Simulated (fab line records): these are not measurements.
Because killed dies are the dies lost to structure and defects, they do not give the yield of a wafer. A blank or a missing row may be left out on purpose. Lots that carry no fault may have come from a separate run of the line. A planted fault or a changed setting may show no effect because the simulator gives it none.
fab line records | flow n5-finfet | part 1 of 2: steps 1 to 20 of 27
record lots=5 wafers=15 last-day=18
route steps=1938 shown HKMG_FIN@425
lots untouched by any fault: they come from a run of this same line in which no faults occurred
start-h: the number of hours between the record's first day and the start of the first shown wafer of the lot | wait-h: hours elapsed since this lot's preceding step | " the same as in the row above | L1.1+2: a row that stands for several wafers | - no value, or no start was given | * or withheld: withheld | < > ~ a bound
route shown NAME@n: a module of which the file shows steps, and the number in the route of the first | usual: the fault-free wafers' mean and standard deviation | same: alike in all rows | chamber/n: place in a boat | sites: each site's reading | _std_site: the standard deviation of these | _edge_site: mean of outer sites minus mean of inner sites | radius-mm: for every site, how far away it sits from the centre of the wafer | mask NAME#n: copy n | behind: the tool/chamber that last shaped the wafer | hold: what put the lot on hold/how long, in hours/how the hold closed | device: names the non-switching transistor (n, p or np) | end of line: tests of these same wafers at the route's end | a step with no rows: only its recipe | killed: dies that structure and defects cost at the first sort, which is not the same as the wafer's yield | map: per-die view of a wafer (x killed, . not killed, _ where there is no die)
set.NAME: the run value of the setting; set.NAME@STEP: its run value at that earlier step | model.NAME: the simulator's own value behind a step, which no gauge read
lots at some steps of the route; a table a step, a row a wafer
services: a tool's chamber out of use, with start hour (start-h, from the record's first day; less than 0 if before it), hours out, and reason
## steps
# step N5_HKMG_FIN_EBR_08
# recipe solvent=PGMEA ebr-width-mm=1.5
# columns lot.wafer tool chamber start-h wait-h
L075.3+4+6 litho-track-04 0 - -
L077.2+3+4 litho-track-05 0 - -
L085.1+2+6 litho-track-03 0 - -
L090.1+2+5 litho-track-05 0 - -
L093.2+3+4 litho-track-03 0 - -
# step N5_HKMG_FIN_SOFTBAKE_07
# recipe temp-c=110 time-s=60 resist=CAR-ArF
# columns lot.wafer tool chamber start-h wait-h
L075.3+4+6 litho-track-04 0 - -
L077.2+3+4 litho-track-05 0 - -
L085.1+2+6 litho-track-03 0 - -
L090.1+2+5 litho-track-05 0 - -
L093.2+3+4 litho-track-03 0 - -
# step N5_HKMG_FIN_EXPOSE_09
# recipe mask-id=NWFM na=1.35 source-shape=conventional sigma-outer=0.8 polarization=unpolarized dose-mj=39.25
# columns lot.wafer tool chamber start-h wait-h mask
L075.3+4+6 arfi-scanner-01 0 81.17 - NWFM#0
L077.2+3+4 arfi-scanner-03 0 94.24 - NWFM#0
L085.1+2+6 arfi-scanner-03 0 142.37 - NWFM#0
L090.1+2+5 arfi-scanner-02 0 181.21 - NWFM#0
L093.2+3+4 arfi-scanner-02 0 207.94 - NWFM#0
# step N5_HKMG_FIN_PEB_10
# recipe peb-temp-c=withheld peb-time-s=60 resist=CAR-ArF
# columns lot.wafer tool chamber start-h wait-h
L075.3+4+6 litho-track-04 0 81.22 0.0
L077.2+3+4 litho-track-05 0 94.29 0.0
L085.1+2+6 litho-track-05 0 142.42 0.1
L090.1+2+5 litho-track-04 0 181.27 0.1
L093.2+3+4 litho-track-03 0 207.99 0.0
# step N5_HKMG_FIN_DEVELOP_11
# recipe develop-time-s=30 developer=TMAH resist=CAR-ArF dev-temp-c=23 rinse-liquid=diw dry=air-spin
# columns lot.wafer tool chamber start-h wait-h
L075.3+4+6 litho-track-04 0 - -
L077.2+3+4 litho-track-05 0 - -
L085.1+2+6 litho-track-05 0 - -
L090.1+2+5 litho-track-04 0 - -
L093.2+3+4 litho-track-03 0 - -
# step N5_HKMG_FIN_CD_MEAS_12
# recipe target-cd-nm=92.8 landing-energy-ev=500 detector=se-inlens
# usual cd-nm=92.8/0.62
# columns lot.wafer tool chamber start-h wait-h cd-nm
L075.3 cd-sem-01 0 81.29 - 92.6
L075.4 " 0 " " 92.7
L075.6 " 0 " " 92.3
L077.2 cd-sem-01 0 94.36 - 92.4
L077.3 " 0 " " 92.4
L077.4 " 0 " " 92.4
L085.1 cd-sem-01 0 142.49 - 93.4
L085.2 " 0 " " 93.5
L085.6 " 0 " " 93.4
L090.1 cd-sem-02 0 181.33 - 92.5
L090.2 " 0 " " 92.6
L090.5 " 0 " " 91.7
L093.2 cd-sem-01 0 208.06 - 92.5
L093.3 " 0 " " 92.3
L093.4 " 0 " " 91.6
# step N5_HKMG_FIN_OVL_MEAS_13
# recipe points-per-wafer=44
# usual NWFM_OVL=-0.2/0.75
# columns lot.wafer tool chamber start-h wait-h NWFM_OVL[nm]
L075.3 overlay-02 0 81.33 0.0 0.4
L075.4 " 0 " " -0.9
L075.6 " 0 " " -0.1
L077.2 overlay-02 0 94.39 0.0 -1.3
L077.3 " 0 " " 0.3
L077.4 " 0 " " -1.2
L085.1 overlay-02 0 142.52 0.0 -1.6
L085.2 " 0 " " 0.2
L085.6 " 0 " " 0.3
L090.1 overlay-02 0 181.36 0.0 0.9
L090.2 " 0 " " -0.5
L090.5 " 0 " " 0.2
L093.2 overlay-01 0 208.09 0.0 -0.9
L093.3 " 0 " " -0.3
L093.4 " 0 " " -0.5
# step N5_HKMG_FIN_INSPECT_14
# recipe mode=adi inspect-instrument=macro
# usual raw-defect-count=1.9/1.3
# columns lot.wafer tool chamber start-h wait-h raw-defect-count
L075.3 defect-inspect-01 - 81.35 0.0 2
L075.4 " - " " 3
L075.6 " - " " 1
L077.2 defect-inspect-01 - 94.41 0.0 1
L077.3 " - " " 1
L077.4 " - " " 2
L085.1 defect-inspect-02 - 142.55 0.0 2
L085.2 " - " " 2
L085.6 " - " " 2
L090.1 defect-inspect-01 - 181.39 0.0 5
L090.2 " - " " 1
L090.5 " - " " 4
L093.2 defect-inspect-02 - 208.11 0.0 0
L093.3 " - " " 3
L093.4 " - " " 2
# step N5_HKMG_FIN_DESCUM_17
# recipe chemistry=O2 time-s=7.9 source-power-w=50 bias-power-w=20 pressure-mtorr=20 rf-frequency-hz=2.712e+07 temp-c=40 resist=CAR-ArF o2-flow-sccm=225
# usual drypump-motor-current-A=5.6/0.49 oes-product-au=0.78/0.08 rf-vpp-V=243.4/1.5 showerhead-plenum-p-Torr=2.11/0.081 throttle-valve-pct=20.43/0.25
# columns lot.wafer tool chamber start-h wait-h drypump-motor-current-A oes-product-au rf-hours-counter-h rf-vpp-V showerhead-plenum-p-Torr throttle-valve-pct
L075.3 rie-diel-05 0 81.47 0.1 6.4 0.78 128 241.9 2.01 20.30
L075.4 " 1 " " 5.2 0.72 210 244.9 2.17 20.83
L075.6 " 1 " " 5.1 0.72 - 244.6 2.17 20.84
L077.2 rie-diel-04 0 94.44 0.0 4.7 0.86 47 243.0 2.12 20.09
L077.3 " 1 " " 6.0 0.75 147 246.2 2.17 20.10
L077.4 " 3 " " 5.8 0.80 124 242.5 2.01 20.53
L085.1 rie-diel-06 1 142.58 0.0 5.8 0.78 131 240.7 2.02 20.48
L085.2 " 2 " " 5.0 0.68 227 243.4 2.08 20.18
L085.6 " 2 " " 5.0 0.69 - 243.2 2.08 20.19
L090.1 rie-diel-06 1 181.42 0.0 5.8 0.76 142 240.6 2.01 20.49
L090.2 " 0 " " 5.9 0.93 27 245.4 2.21 20.32
L090.5 " 2 " " 4.9 0.68 - 242.7 2.08 20.21
L093.2 rie-diel-06 2 208.15 0.0 4.9 0.67 249 242.3 2.07 20.22
L093.3 " 0 " " 5.8 0.91 36 244.5 2.21 20.31
L093.4 " 3 " " 6.1 0.77 - 244.2 2.21 20.73
# step N5_HKMG_FIN_ETCH_31
# recipe chemistry=CF4 target=SiARC target-depth-a=455 mask-material=CAR-ArF time-s=75.8 ion-energy-ev=80 pressure-mtorr=40 source-w=545 bias-w=36 Ar_flow_sccm=100 cf4-flow-sccm=100 ends=cleared
# usual drypump-motor-current-A=5.6/0.49 etch-rf-on-time-s=75.3/1.7 mfc-ar-sccm=100.0/0.36 oes-product-au=0.67/0.067 rf-vpp-V=184.2/1.3 showerhead-plenum-p-Torr=2.16/0.075 throttle-valve-pct=15.61/0.21
# columns lot.wafer tool chamber start-h wait-h drypump-motor-current-A etch-rf-on-time-s mfc-ar-sccm oes-product-au rf-hours-counter-h rf-vpp-V showerhead-plenum-p-Torr throttle-valve-pct
L075.3 rie-diel-05 0 81.50 0.0 6.5 77.8 100.2 0.66 128 183.0 2.06 15.51
L075.4 " 1 " " 5.2 74.5 100.2 0.62 210 186.4 2.21 15.93
L075.6 " 1 " " 5.1 75.1 100.5 0.61 - 184.9 2.21 15.92
L077.2 rie-diel-04 0 94.48 0.0 4.8 75.5 100.0 0.74 47 184.9 2.18 15.30
L077.3 " 1 " " 5.9 74.7 100.4 0.65 147 184.2 2.22 15.34
L077.4 " 3 " " 5.8 72.5 99.9 0.69 124 182.8 2.07 15.75
L085.1 rie-diel-06 1 142.62 0.0 5.8 77.4 100.0 0.66 131 182.8 2.07 15.68
L085.2 " 2 " " 4.9 77.4 100.8 0.59 227 184.6 2.12 15.40
L085.6 " 2 " " 5.0 77.4 100.4 0.58 - 184.2 2.12 15.40
L090.1 rie-diel-06 1 181.46 0.0 5.8 77.8 99.9 0.65 142 182.1 2.07 15.69
L090.2 " 0 " " 5.8 73.5 99.6 0.80 27 185.7 2.29 15.64
L090.5 " 2 " " 4.9 76.9 99.7 0.58 - 182.2 2.11 15.42
L093.2 rie-diel-06 2 208.18 0.0 4.9 77.4 100.6 0.57 249 183.9 2.11 15.44
L093.3 " 0 " " 5.8 73.1 100.1 0.78 36 185.0 2.28 15.67
L093.4 " 3 " " 6.1 74.0 99.9 0.66 - 185.0 2.23 15.70
# step N5_HKMG_FIN_ETCH_32
# recipe chemistry=N2/H2 target=SOC target-depth-a=2400 temp-c=40 time-s=300 ion-energy-ev=200 mask-material=SiARC pressure-mtorr=30 source-w=840 bias-w=150 n2-flow-sccm=200 h2-flow-sccm=200
# usual drypump-motor-current-A=5.6/0.49 oes-product-au=0.78/0.079 rf-vpp-V=524.5/2.7 showerhead-plenum-p-Torr=2.56/0.096 throttle-valve-pct=17.79/0.19
# columns lot.wafer tool chamber start-h wait-h drypump-motor-current-A oes-product-au rf-hours-counter-h rf-vpp-V showerhead-plenum-p-Torr throttle-valve-pct
L075.3 rie-diel-05 0 81.56 0.0 6.5 0.76 128 521.3 2.45 17.70
L075.4 " 1 " " 5.1 0.72 210 526.9 2.61 18.00
L075.6 " 1 " " 5.2 0.72 - 526.5 2.61 17.99
L077.2 rie-diel-04 0 94.54 0.0 4.8 0.87 47 525.9 2.57 17.59
L077.3 " 1 " " 5.9 0.76 147 526.7 2.64 17.59
L077.4 " 3 " " 5.8 0.82 124 521.6 2.43 17.83
L085.1 rie-diel-06 1 142.67 0.0 5.8 0.78 131 520.8 2.45 17.83
L085.2 " 2 " " 5.0 0.69 227 523.9 2.51 17.58
L085.6 " 2 " " 5.0 0.69 - 522.4 2.51 17.57
L090.1 rie-diel-06 1 181.51 0.0 5.8 0.76 142 520.8 2.45 17.87
L090.2 " 0 " " 5.8 0.92 27 528.5 2.71 17.92
L090.5 " 2 " " 4.9 0.68 - 523.9 2.50 17.59
L093.2 rie-diel-06 2 208.24 0.0 4.9 0.67 249 524.2 2.50 17.59
L093.3 " 0 " " 5.8 0.91 36 527.2 2.71 17.94
L093.4 " 3 " " 6.0 0.78 - 527.7 2.67 17.91
# step N5_HKMG_FIN_STRIP_33
# recipe chemistry=N2/H2 temp-c=40 n2-flow-sccm=200 h2-flow-sccm=200 rf-frequency-hz=6e+07
# columns lot.wafer tool chamber start-h wait-h
L075.3+4+6 rie-diel-05 0,1,1 81.74 0.1
L077.2+3+4 rie-diel-04 0,1,3 94.72 0.1
L085.1+2+6 rie-diel-06 1,2,2 142.85 0.1
L090.1+2+5 rie-diel-06 1,0,2 181.69 0.1
L093.2+3+4 rie-diel-06 2,0,3 208.42 0.1
# step N5_HKMG_FIN_STRIP_34
# recipe chemistry=CF4 resist=SiARC power-w=300 bias-power-w=75 pressure-mtorr=50 cf4-flow-sccm=150 rf-frequency-hz=6e+07
# usual drypump-motor-current-A=5.6/0.49 oes-product-au=0.77/0.072 rf-vpp-V=271.3/1.6 showerhead-plenum-p-Torr=1.81/0.063 throttle-valve-pct=13.59/0.21
# columns lot.wafer tool chamber start-h wait-h drypump-motor-current-A oes-product-au rf-hours-counter-h rf-vpp-V showerhead-plenum-p-Torr throttle-valve-pct
L075.3 rie-diel-05 0 81.75 0.0 6.5 0.78 128 271.2 1.72 13.47
L075.4 " 1 " " 5.1 0.71 211 272.3 1.84 13.87
L075.6 " 1 " " 5.2 0.71 - 272.9 1.84 13.86
L077.2 rie-diel-04 0 94.73 0.0 4.8 0.86 47 271.3 1.82 13.26
L077.3 " 1 " " 5.9 0.74 148 273.6 1.86 13.35
L077.4 " 3 " " 5.8 0.78 124 268.9 1.74 13.76
L085.1 rie-diel-06 1 142.86 0.0 5.8 0.77 131 268.3 1.74 13.62
L085.2 " 2 " " 5.0 0.69 227 271.7 1.79 13.47
L085.6 " 2 " " 4.9 0.69 - 272.3 1.79 13.46
L090.1 rie-diel-06 1 181.70 0.0 5.8 0.76 142 269.3 1.73 13.66
L090.2 " 0 " " 5.8 0.90 27 274.2 1.92 13.58
L090.5 " 2 " " 4.9 0.69 - 271.5 1.78 13.50
L093.2 rie-diel-06 2 208.43 0.0 4.9 0.68 249 269.4 1.78 13.52
L093.3 " 0 " " 5.8 0.88 37 273.5 1.92 13.62
L093.4 " 3 " " 6.0 0.77 - 273.0 1.87 13.66
# step N5_HKMG_FIN_ETCH_35
# recipe chemistry=N2/H2 target=SOC target-depth-a=2158 ion-energy-ev=65 bias-w=5 source-w=3000 time-s=243.4 pressure-mtorr=30 n2-flow-sccm=200 h2-flow-sccm=200
# usual drypump-motor-current-A=5.6/0.5 oes-product-au=0.78/0.079 rf-vpp-V=141.7/1.2 showerhead-plenum-p-Torr=2.56/0.096 throttle-valve-pct=17.80/0.19
# columns lot.wafer tool chamber start-h wait-h drypump-motor-current-A oes-product-au rf-hours-counter-h rf-vpp-V showerhead-plenum-p-Torr throttle-valve-pct
L075.3 rie-diel-05 0 81.77 0.0 6.5 0.76 128 141.3 2.45 17.70
L075.4 " 1 " " 5.2 0.72 211 142.5 2.61 18.02
L075.6 " 1 " " 5.2 0.73 - 142.0 2.61 18.03
L077.2 rie-diel-04 0 94.75 0.0 4.8 0.87 47 142.3 2.57 17.60
L077.3 " 1 " " 5.9 0.77 148 143.5 2.64 17.61
L077.4 " 3 " " 5.8 0.82 124 141.4 2.44 17.83
L085.1 rie-diel-06 1 142.88 0.0 5.8 0.77 131 139.9 2.45 17.87
L085.2 " 2 " " 4.9 0.70 227 141.0 2.51 17.59
L085.6 " 2 " " 4.9 0.69 - 142.8 2.51 17.59
L090.1 rie-diel-06 1 181.72 0.0 5.8 0.76 142 140.1 2.45 17.88
L090.2 " 0 " " 5.8 0.93 27 142.8 2.71 17.94
L090.5 " 2 " " 4.9 0.68 - 141.4 2.50 17.62
L093.2 rie-diel-06 2 208.45 0.0 5.0 0.68 249 141.1 2.50 17.62
L093.3 " 0 " " 5.8 0.91 37 141.7 2.71 17.96
L093.4 " 3 " " 6.0 0.78 - 143.0 2.67 17.92
# step N5_HKMG_FIN_STRIP_92
# recipe chemistry=N2/H2 material=SOC time-s=20 power-w=500 temp-c=40 pressure-mtorr=50 rf-frequency-hz=6e+07 bias-power-w=8 h2-frac=0.5 n2-flow-sccm=300 h2-flow-sccm=300
# usual drypump-motor-current-A=5.6/0.5 oes-product-au=0.78/0.081 rf-vpp-V=54.3/0.84 showerhead-plenum-p-Torr=3.38/0.12 throttle-valve-pct=18.88/0.3
# columns lot.wafer tool chamber start-h wait-h drypump-motor-current-A oes-product-au rf-hours-counter-h rf-vpp-V showerhead-plenum-p-Torr throttle-valve-pct
L075.3 rie-diel-05 0 81.92 0.1 6.5 0.77 128 53.1 3.24 18.63
L075.4 " 1 " " 5.2 0.71 211 53.8 3.45 18.84
L075.6 " 1 " " 5.2 0.72 - 54.5 3.45 18.84
L077.2 rie-diel-04 0 94.90 0.1 4.8 0.85 47 55.3 3.40 19.06
L077.3 " 1 " " 5.9 0.75 148 54.6 3.49 18.89
L077.4 " 3 " " 5.8 0.81 124 54.5 3.22 18.72
L085.1 rie-diel-06 1 143.03 0.1 5.8 0.77 131 53.3 3.24 18.86
L085.2 " 2 " " 5.0 0.68 227 54.5 3.32 18.80
L085.6 " 2 " " 5.0 0.69 - 54.2 3.32 18.80
L090.1 rie-diel-06 1 181.87 0.1 5.8 0.75 142 53.3 3.24 18.88
L090.2 " 0 " " 5.8 0.94 27 55.6 3.58 19.39
L090.5 " 2 " " 4.9 0.67 - 53.2 3.31 18.82
L093.2 rie-diel-06 2 208.60 0.1 5.0 0.66 249 55.1 3.30 18.85
L093.3 " 0 " " 5.8 0.91 37 55.1 3.57 19.41
L093.4 " 3 " " 6.0 0.78 - 55.3 3.52 18.71
# step N5_HKMG_FIN_WET_ETCH_18
# recipe chemistry=SC1 target=TiN mix=1:1:5 temp-c=* time-s=55 target-depth-nm=5.2 dry=ipa-marangoni rinse-time-s=30 rinse-temp-c=23
# columns lot.wafer tool chamber start-h wait-h
L075.3+4+6 wet-bench-01 5,0,3 82.00 0.1
L077.2+3+4 wet-bench-01 4,3,5 94.98 0.1
L085.1+2+6 wet-bench-01 4,5,0 143.11 0.1
L090.1+2+5 wet-bench-02 3,5,1 181.95 0.1
L093.2+3+4 wet-bench-01 3,6,0 208.68 0.1
# step N5_HKMG_FIN_STRIP_19
# recipe chemistry=N2/H2 power-w=2500 temp-c=300 h2-frac=0.65 time-s=360 pressure-mtorr=withheld n2-flow-sccm=1750 h2-flow-sccm=3250
# usual drypump-motor-current-A=6.18/0.21 heater-power-w=495/42
# columns lot.wafer tool chamber start-h wait-h drypump-motor-current-A heater-power-w rf-hours-counter-h
L075.3 plasma-asher-01 0 82.19 0.1 6.11 510 -
L075.4 " 1 " " 6.14 502 -
L075.6 " 0 " " 6.10 502 -
L077.2 plasma-asher-01 1 95.04 0.0 6.10 495 37
L077.3 " 1 " " 6.11 481 -
L077.4 " 0 " " 6.11 513 -
L085.1 plasma-asher-02 0 143.18 0.0 5.96 421 109
L085.2 " 1 " " 6.55 532 109
L085.6 " 1 " " 6.53 554 -
L090.1 plasma-asher-01 0 182.14 0.1 6.12 510 53
L090.2 " 1 " " 6.11 488 53
L090.5 " 1 " " 6.12 492 -
L093.2 plasma-asher-02 1 208.74 0.0 6.54 544 118
L093.3 " 0 " " 6.00 428 -
L093.4 " 1 " " 6.55 538 -
# step N5_HKMG_FIN_ALD_91
# recipe material=TiN target-thk-a=10 temp-c=400 ald-precursor-family=TiCl4 ald-co-reactant=NH3 pulse-time-s=1 purge-time-s=3 co-reactant-purge-time-s=2 co-reactant-pulse-time-s=2 ald-cycles=47 pressure-torr=3
# usual heater-power-outer-w=543/56 heater-power-w=873/76 precursor-pulse-height-rel=0.999/0.019
# same pulse-time-s=1
# columns lot.wafer tool chamber start-h wait-h heater-power-outer-w heater-power-w precursor-pulse-height-rel
L075.3 ald-metal-04 1 82.45 0.1 592 962 0.970
L075.4 " 0 " " 583 869 1.003
L075.6 " 1 " " 600 942 0.976
L077.2 ald-metal-01 2 95.42 0.3 522 859 1.011
L077.3 " 1 " " 411 671 1.033
L077.4 " 0 " " 608 961 1.034
L085.1 ald-metal-03 2 143.56 0.3 555 935 1.026
L085.2 " 3 " " 531 870 1.018
L085.6 " 2 " " 569 907 0.990
L090.1 ald-metal-04 0 182.52 0.3 602 892 1.000
L090.2 " 3 " " 489 819 1.062
L090.5 " 2 " " 563 918 0.996
L093.2 ald-metal-03 3 209.13 0.3 541 860 1.011
L093.3 " 1 " " 559 893 0.982
L093.4 " 0 " " 477 800 0.988
# step N5_HKMG_FIN_COAT_85
# recipe resist=SOC temp-c=250 time-s=60 spin-rpm=1500 resist-thk-nm=300
# columns lot.wafer tool chamber start-h wait-h
L075.3+4+6 litho-track-05 0 82.73 0.2
L077.2+3+4 litho-track-03 0 95.70 0.2
L085.1+2+6 litho-track-03 0 143.96 0.3
L090.1+2+5 litho-track-03 0 182.79 0.2
L093.2+3+4 litho-track-04 0 209.40 0.2
# step N5_HKMG_FIN_ETCH_86
# recipe chemistry=N2/H2 target=SOC target-depth-a=3932 stop-on=TiN ion-energy-ev=100 bias-w=61 pressure-mtorr=30 source-w=850 n2-flow-sccm=200 h2-flow-sccm=200
# usual drypump-motor-current-A=5.6/0.49 oes-product-au=0.78/0.084 rf-vpp-V=241.0/1.5 showerhead-plenum-p-Torr=2.57/0.097 throttle-valve-pct=17.78/0.22
# columns lot.wafer tool chamber start-h wait-h drypump-motor-current-A oes-product-au rf-hours-counter-h rf-vpp-V showerhead-plenum-p-Torr throttle-valve-pct
L075.3 rie-diel-06 2 82.79 - 4.9 0.70 204 239.4 2.52 17.52
L075.4 " 3 " " 6.1 0.81 - 241.8 2.69 17.80
L075.6 " 1 " " 5.8 0.80 - 240.8 2.46 17.78
L077.2 rie-diel-05 3 95.76 - 5.5 0.71 190 240.8 2.61 17.95
L077.3 " 0 " " 6.4 0.77 134 237.9 2.45 17.69
L077.4 " 0 " " 6.4 0.77 - 240.0 2.45 17.70
L085.1 rie-diel-06 0 144.06 - 5.8 0.92 16 242.4 2.72 17.86
L085.2 " 2 " " 4.9 0.69 227 241.2 2.51 17.54
L085.6 " 3 " " 6.0 0.78 - 241.8 2.68 17.85
L090.1 rie-diel-04 3 182.89 - 5.7 0.76 155 240.1 2.42 17.86
L090.2 " 0 " " 4.8 0.82 78 241.0 2.56 17.61
L090.5 " 3 " " 5.7 0.76 - 239.2 2.42 17.86
L093.2 rie-diel-05 2 209.72 - 5.2 0.91 22 242.1 2.69 17.20
L093.3 " 1 " " 5.2 0.94 5 241.0 2.59 17.67
L093.4 " 3 " " 5.6 0.68 235 242.7 2.59 18.01
